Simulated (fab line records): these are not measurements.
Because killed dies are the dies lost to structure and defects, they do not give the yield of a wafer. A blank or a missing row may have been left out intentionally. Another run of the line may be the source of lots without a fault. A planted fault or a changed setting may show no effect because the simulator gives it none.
fab line records | flow nand-harc
record lots=13 wafers=38 last-day=24
route steps=1159 shown A_ONON_D1@427 END@1159
lots untouched by any fault: they come from a run of this same line in which no faults occurred
start-h: start of the lot's first displayed wafer, in hours after the record's first day | wait-h: hours elapsed since this lot's preceding step | " the same as in the row above | L1.1+2: one row covering several wafers at once | - value missing, or start not given | * or withheld: withheld | < > ~ a bound
route shown NAME@n: a module of which the file shows steps, and the number in the route of the first | usual: mean/standard deviation of fault-free wafers | same: alike in all rows | chamber/n: place in a boat | sites: readings site by site | _std_site: their standard deviation | _edge_site: the outer-site mean with the inner-site mean subtracted | radius-mm: how far each site lies from the wafer's centre | mask NAME#n: copy n | behind: the tool/chamber that last shaped the wafer | hold: why the lot was held/for how many hours/how that ended | device: transistor that didn't switch, given as n, p or np | end of line: the tests these same wafers got at the end of their route | a step without rows: its recipe alone | killed: count of dies lost to structure and defects at first sort (not the wafer's yield) | map: per-die view of a wafer (x killed, . not killed, _ where there is no die)
set.NAME: setting as actually run; set.NAME@STEP: the setting as run at that earlier step | model.NAME: the simulator's own value behind a step, which no gauge read
a sample of lots followed through the steps of the route, with each step as a table and each wafer as a row
services: a tool's chamber out of use, with start hour (start-h, from the record's first day; less than 0 if before it), hours out, and reason
## steps
# step NHARC_A_ONON_D1_THK_MEAS_05
# recipe thk-meas-gauge=ellipsometry
# usual thk-nm=1001/8.3
# columns lot.wafer tool chamber start-h wait-h thk-nm
L650.1 film-metro-02 - 181.98 - 998
L650.5 " - " " 998
L650.6 " - " " 997
L649.2 film-metro-01 - 182.20 - 1002
L649.4 " - " " 1003
L649.5 " - " " 1001
L651.1 film-metro-02 - 182.32 - 995
L651.4 " - " " 998
L651.6 " - " " 997
L655.3 film-metro-01 - 209.62 - 1015
L655.6 " - " " 1013
L657.2 film-metro-01 - 230.83 - 992
L657.3 " - " " 990
L657.5 " - " " 992
L661.2 film-metro-01 - 248.86 - 1013
L661.5 " - " " 1012
L661.6 " - " " 1013
L663.2 film-metro-02 - 249.08 - 1010
L663.4 " - " " 1010
L663.6 " - " " 1011
L662.2 film-metro-02 - 254.71 - 1001
L662.4 " - " " 1002
L662.5 " - " " 1003
L665.1 film-metro-01 - 280.44 - 993
L665.2 " - " " 996
L665.6 " - " " 997
L667.1 film-metro-02 - 280.45 - 1014
L667.3 " - " " 1014
L667.6 " - " " 1015
L666.2 film-metro-01 - 280.47 - 1002
L666.5 " - " " 1000
L666.6 " - " " 1002
L668.1 film-metro-02 - 285.41 - 1003
L668.4 " - " " 1006
L668.5 " - " " 1005
L669.3 film-metro-02 - 285.43 - 1002
L669.4 " - " " 1003
L669.6 " - " " 1001
# step NHARC_A_ONON_D1_DEP_12
# recipe target-thk-a=10000 n2-flow-sccm=2750 n2o-flow-sccm=2000 nh3-flow-sccm=500 sih4-flow-sccm=210 temp-c=400
# columns lot.wafer tool chamber start-h wait-h
L650.1+5+6 pecvd-onon-04 0 183.22 0.1
L649.2+4+5 pecvd-onon-03 0 183.51 0.1
L651.1+4+6 pecvd-onon-04 0 183.58 0.1
L655.3+6 pecvd-onon-03 0 210.92 0.2
L657.2+3+5 pecvd-onon-02 0 232.10 0.1
L661.2+5+6 pecvd-onon-04 0 250.15 0.1
L663.2+4+6 pecvd-onon-02 0 250.33 0.1
L662.2+4+5 pecvd-onon-04 0 255.96 0.1
L665.1+2+6 pecvd-onon-02 0 281.63 0.1
L667.1+3+6 pecvd-onon-03 0 281.64 0.1
L666.2+5+6 pecvd-onon-04 0 281.72 0.1
L668.1+4+5 pecvd-onon-04 0 286.60 0.1
L669.3+4+6 pecvd-onon-02 0 286.73 0.2
# step NHARC_A_ONON_D1_THK_MEAS_14
# recipe thk-meas-gauge=ellipsometry
# usual thk-nm=997/9.6
# columns lot.wafer tool chamber start-h wait-h thk-nm
L650.1 film-metro-01 - 183.74 - 996
L650.5 " - " " 996
L650.6 " - " " 996
L649.2 film-metro-02 - 183.96 - 978
L649.4 " - " " 978
L649.5 " - " " 977
L651.1 film-metro-02 - 184.10 - 1001
L651.4 " - " " 1001
L651.6 " - " " 1002
L655.3 film-metro-02 - 211.32 - 942
L655.6 " - " " 977
L657.2 film-metro-01 - 232.56 - 1002
L657.3 " - " " 1000
L657.5 " - " " 1002
L661.2 film-metro-02 - 250.62 - 997
L661.5 " - " " 998
L661.6 " - " " 996
L663.2 film-metro-01 - 250.79 - 1000
L663.4 " - " " 1000
L663.6 " - " " 1002
L662.2 film-metro-02 - 256.41 - 1009
L662.4 " - " " 1008
L662.5 " - " " 1008
L665.1 film-metro-02 - 282.14 - 1010
L665.2 " - " " 1010
L665.6 " - " " 1010
L667.1 film-metro-02 - 282.15 - 994
L667.3 " - " " 995
L667.6 " - " " 995
L666.2 film-metro-01 - 282.17 - 995
L666.5 " - " " 993
L666.6 " - " " 994
L668.1 film-metro-01 - 287.11 - 988
L668.4 " - " " 989
L668.5 " - " " 988
L669.3 film-metro-02 - 287.12 - 985
L669.4 " - " " 987
L669.6 " - " " 987
# step NHARC_END_SORT_01
# recipe temp-c=25
# usual killed-at-array=25/7.8 killed-at-other=0.6/0.81 killed-at-periphery=3.3/2.2 killed-dies=29/8.2 killed-open=3.5/1.9 killed-short=1.8/1.3
# same gross-dies=677
# columns lot.wafer tool chamber start-h wait-h killed-at-array killed-at-other killed-at-periphery killed-dies killed-open killed-short
L655.3 prober-02 0 499.62 3.1 543 1 8 552 1 1
L655.6 prober-02 0 502.04 4.0 31 1 3 35 8 1
# killed by level:class
L655.3 A_ONON_D1:area-dep=520 A_CHANNEL_HOLE_D1:chamber-film-flake=11 P_STI:chamber-film-flake=6 A_CONTACT:chamber-film-flake=6 A_SLIT:chamber-film-flake=3 P_GATE:chamber-film-flake=2 A_CHANNEL_HOLE_D1:geometric-particle:short=1 A_CHANNEL_FILL_D1:geometric-particle:open=1
L655.6 A_CHANNEL_HOLE_D1:chamber-film-flake=12 A_SLIT:chamber-film-flake=4 A_CONTACT:geometric-particle:open=3 A_ZERO_WELL:chamber-film-flake=3 A_CONTACT:chamber-film-flake=3 A_CHANNEL_FILL_D1:geometric-particle:open=2 A_CHANNEL_FILL_D1:chamber-film-flake=2 P_CONTACT:geometric-particle:open=1
## services
# columns tool chamber start-h hours kind
pecvd-onon-04 - 237.00 13.0 pm
## key
first-sign step=NHARC_A_ONON_D1_THK_MEAS_14 reading=thk-nm direction=down sigmas=5.7 usual=997 struck=942
effect step=NHARC_END_SORT_01 reading=killed-at-array direction=up sigmas=66 usual=25 struck=543
more-kills-born-at NHARC_A_ONON_D1_DEP_12@pecvd-onon-03=520
met-at NHARC_A_ONON_D1_DEP_12
struck-lots L655
struck-wafers L655.3
later-rows-left-out L655.3
tester-left-out L655
not-acting-at NHARC_A_ONON_D1_THK_MEAS_05
onset-between 183.51 210.92
fault kind=process-parameter-drift tool=pecvd-onon-03 chamber=- onset-h=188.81 steps=NHARC_A_ONON_D1_DEP_12 channel=target-thk-a offset=* shape=step end-h=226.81 scope=struck-wafers-only acts-in=* stated=*
# tester-left-out: of these lots the tester's yield and bins aren't shown, on N5 and GAA mostly nor the transistor test; their killed dies are dies lost to structure and defects alone, not to doping, threshold or leakage, so they don't give the yield
# later-rows-left-out: the simulator's readings of these wafers behind a module that went badly wrong aren't trusted and aren't shown, but for the sort
